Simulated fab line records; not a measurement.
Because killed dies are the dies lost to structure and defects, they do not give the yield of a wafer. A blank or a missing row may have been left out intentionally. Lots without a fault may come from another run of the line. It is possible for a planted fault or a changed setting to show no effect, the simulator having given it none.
2 desks, one fault :: flow n5Finfet :: numbers are kept per desk, each desk with only its own; the story behind them comes last

THE TOOL OWNER'S DESK: rieDiel-03
The tool's own readings at N5_BEOL_M3_VIA_ETCH_34 (etches the open film in C4F6/O2, target depth 69.4 nm, time 65.9 s): means of the sampled wafers that have a number, for each lot that ran on this tool. Any lot whose mean is over 4 standard deviations away from the usual mean is out of limits and marked OUT; that distance is given in the brackets.
Columns: A = drypumpMotorCurrentA at N5_BEOL_M3_VIA_ETCH_34, usual 5.5 A; B = oesProductAu at N5_BEOL_M3_VIA_ETCH_34, usual 0.78 a.u.; C = rfVppV at N5_BEOL_M3_VIA_ETCH_34, usual 665 V; D = showerheadPlenumPTorr at N5_BEOL_M3_VIA_ETCH_34, usual 2.86 Torr; E = throttleValvePct at N5_BEOL_M3_VIA_ETCH_34, usual 30.80 %
lot: L495
first seen here: day 7 20:47
A: 5.2
B: 0.75
C: 665
D: 2.91
E: 30.71

lot: L507
first seen here: day 10 13:43
A: 5.1
B: 0.94
C: 666
D: 2.88
E: 30.63

lot: L515
first seen here: day 12 23:14
A: 5.3
B: 0.67
C: 666
D: 2.92
E: 30.76
Finding of this desk: none of the 3 lots has anything out of limits.

THE METROLOGY DESK
What the gauges read, lot by lot, whatever tool the lot ran on: means of the sampled wafers that have a number. Any lot whose mean is over 4 standard deviations away from the usual mean is out of limits and marked OUT; that distance is given in the brackets. Shown here are 7 of its 10 readings, the ones lying furthest out on some lot.
Columns: A = DIBL_N at N5_BEOL_M4_RC_MEAS_101, usual 36.4 mV/V; B = IOFF_N at N5_BEOL_M4_RC_MEAS_101, usual 0.164 nA/um; C = IOFF_P at N5_BEOL_M4_RC_MEAS_101, usual 0.214 nA/um; D = ION_P at N5_BEOL_M4_RC_MEAS_101, usual 463 uA/um; E = SS_P at N5_BEOL_M4_RC_MEAS_101, usual 73.3 mV/dec; F = VT_N at N5_BEOL_M4_RC_MEAS_101, usual 249.2 mV; G = VT_P at N5_BEOL_M4_RC_MEAS_101, usual -250.1 mV
lot: L495
first seen here: day 8 12:26
A: 35.9
B: 0.166
C: 0.217
D: 468
E: 73.5
F: 248.4
G: -249.9

lot: L496
first seen here: day 8 15:07
A: 35.4
B: 0.133
C: 0.159
D: 447
E: 73.2
F: 252.5
G: -255.2

lot: L500
first seen here: day 9 22:43
A: 38.4
B: 0.199
C: 0.234
D: 464
E: 73.7
F: 244.6
G: -248.9

lot: L502
first seen here: day 10 00:44
A: 38.5
B: 0.181
C: 0.238
D: 465
E: 73.3
F: 247.2
G: -248.4

lot: L507
first seen here: day 11 03:19
A: 37.5
B: 0.190
C: 0.242
D: 463
E: 73.4
F: 248.8
G: -249.6

lot: L508
first seen here: day 12 00:56
A: 35.7
B: 0.148
C: 0.183
D: 464
E: 72.4
F: 252.0
G: -253.4

lot: L513
first seen here: day 13 00:23
A: 36.6
B: 0.154
C: 0.211
D: 464
E: 73.0
F: 248.0
G: -250.9

lot: L516
first seen here: day 13 15:23
A: 37.3
B: 0.174
C: 0.218
D: 460
E: 73.9
F: 249.2
G: -250.6

lot: L515
first seen here: day 13 16:01
A: 35.9
B: 0.151
C: 0.212
D: 462
E: 72.6
F: 250.5
G: -250.1
Finding of this desk: none of the 9 lots has anything out of limits.

BROUGHT TOGETHER
Nothing out of limits was seen by the tool owner's desk.
From the metrology desk's view, nothing was out of limits.

WHAT HAD BEEN PUT IN BY THE SIMULATOR
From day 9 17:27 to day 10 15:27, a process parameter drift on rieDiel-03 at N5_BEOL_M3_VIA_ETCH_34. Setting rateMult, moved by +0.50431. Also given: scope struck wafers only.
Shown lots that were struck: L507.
